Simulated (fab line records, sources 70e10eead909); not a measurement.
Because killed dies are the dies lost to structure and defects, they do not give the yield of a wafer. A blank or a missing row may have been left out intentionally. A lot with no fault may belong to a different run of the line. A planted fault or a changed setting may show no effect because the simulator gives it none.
Matching of chambers | flow nand harc | 4 sister chambers for NHARC_A_STAIRCASE_DESCUM_219 on rie diel-02
The step chemistry O2, time 3 s. 14 wafers are shown with their chamber, then 7 later ones without.

## EACH WAFER AND ITS CHAMBER
wafer  | chamber | drypump motor current A (A) | showerhead plenum p Torr (Torr) | rf vpp V (V)
L074.1 | 0       | 5.8                         | 1.84                            | 57.1
L074.3 | 2       | 5.4                         | 1.85                            | 59.0
L074.5 | 1       | 6.0                         | 1.79                            | 57.1
L077.1 | 3       | 5.2                         | 1.88                            | 57.7
L077.2 | 2       | 5.3                         | 1.85                            | 59.5
L077.3 | 1       | 6.0                         | 1.79                            | 56.9
L079.3 | 1       | 6.0                         | 1.78                            | 57.6
L079.4 | 3       | 5.2                         | 1.88                            | 58.2
L079.6 | 0       | 5.8                         | 1.84                            | 58.1
L080.1 | 2       | 5.3                         | 1.85                            | 57.4
L080.4 | 1       | 6.0                         | 1.78                            | 57.7
L080.5 | 0       | 5.8                         | 1.84                            | 57.9
L086.2 | 0       | 5.8                         | 1.83                            | 58.0
L086.3 | 2       | 5.3                         | 1.84                            | 57.3

SIGNATURES, as means of the wafers listed above
reading                  | chamber 0 | chamber 1 | chamber 2 | chamber 3 | scatter within a chamber
drypump motor current A  | 5.800     | 6.000     | 5.325     | 5.200     | 0.0274
showerhead plenum p Torr | 1.8375    | 1.7850    | 1.8475    | 1.8800    | 0.005
rf vpp V                 | 57.775    | 57.325    | 58.300    | 57.950    | 0.703
Rule: for each reading, subtract the chamber's mean from the wafer's reading, divide by that reading's scatter and square the result; add these up over the readings and take the root, which gives the wafer's distance from the chamber. If the next closest chamber is less than 2 further off than the closest, the wafer can't be placed; otherwise it belongs to the closest. The scatter is the square root of a quotient: the sum, over the shown wafers, of each reading's squared deviation from its chamber's mean, divided by wafers minus chambers.

## WAFERS WHOSE CHAMBER IS MISSING
wafer  | drypump motor current A (A) | showerhead plenum p Torr (Torr) | rf vpp V (V)
L086.5 | 5.3                         | 1.84                            | 57.1
L093.1 | 5.8                         | 1.83                            | 55.8
L093.2 | 5.2                         | 1.87                            | 58.5
L093.3 | 5.3                         | 1.84                            | 58.1
L095.3 | 5.8                         | 1.83                            | 58.3
L095.4 | 6.0                         | 1.78                            | 57.4
L095.6 | 5.8                         | 1.83                            | 56.4

## WHICH CHAMBER EACH ONE RAN IN
wafer  | from the rows above | in truth
L086.5 | 2                   | 2
L093.1 | 0                   | 0
L093.2 | 3                   | 3
L093.3 | 2                   | 2
L095.3 | 0                   | 0
L095.4 | 1                   | 1
L095.6 | 0                   | 0
Placed correctly: 7 of 7. Number that these rows cannot place: 0. Wrongly placed: 0.
